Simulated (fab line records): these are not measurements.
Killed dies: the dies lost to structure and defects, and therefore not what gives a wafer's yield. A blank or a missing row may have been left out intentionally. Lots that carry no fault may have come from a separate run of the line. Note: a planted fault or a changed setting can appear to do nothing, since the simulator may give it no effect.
Chamber matching / flow n5-finfet / 4 sister chambers for N5_BEOL_M0_SAQP_ETCH_88 on rie-diel-03
The step etches underlayer in N2/H2, target depth 6.5 nm, time 5.2 s. 4 wafers are shown with their chamber, then 9 later ones without.

## WAFERS PAIRED WITH THEIR CHAMBERS
wafer=L084.2; chamber=3; drypump-motor-current-A (A)=5.9
wafer=L086.1; chamber=2; drypump-motor-current-A (A)=4.9
wafer=L086.2; chamber=0; drypump-motor-current-A (A)=6.7
wafer=L086.4; chamber=1; drypump-motor-current-A (A)=6.1

## WAFERS WITHOUT THEIR CHAMBER
wafer=L092.1; drypump-motor-current-A (A)=6.7
wafer=L092.2; drypump-motor-current-A (A)=5.9
wafer=L092.5; drypump-motor-current-A (A)=6.0
wafer=L093.3; drypump-motor-current-A (A)=6.0
wafer=L093.4; drypump-motor-current-A (A)=6.1
wafer=L093.6; drypump-motor-current-A (A)=4.9
wafer=L097.1; drypump-motor-current-A (A)=5.9
wafer=L097.2; drypump-motor-current-A (A)=4.9
wafer=L097.5; drypump-motor-current-A (A)=4.9

## WHICH CHAMBER EACH ONE RAN IN
wafer=L092.1; from the rows above=0; in truth=0
wafer=L092.2; from the rows above=3; in truth=3
wafer=L092.5; from the rows above=can't be placed: 1 or 3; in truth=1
wafer=L093.3; from the rows above=can't be placed: 1 or 3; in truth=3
wafer=L093.4; from the rows above=1; in truth=1
wafer=L093.6; from the rows above=2; in truth=2
wafer=L097.1; from the rows above=3; in truth=3
wafer=L097.2; from the rows above=2; in truth=2
wafer=L097.5; from the rows above=2; in truth=2
Placed correctly: 7 of 9. Not placeable from these rows: 2 (in 2, the candidates include the true chamber). Placed wrongly: 0.
How it was worked out, from the rows above alone: a wafer's distance from a chamber is the root of the sum, over the readings, of the square of ((its reading less the chamber's mean) divided by the reading's scatter). If the next closest chamber is less than 2 further off than the closest, the wafer can't be placed; otherwise it belongs to the closest. A chamber's mean is the mean of its shown wafers. The scatter: root of mean squared gap, hidden wafer to nearest shown wafer, with one shown wafer a chamber.
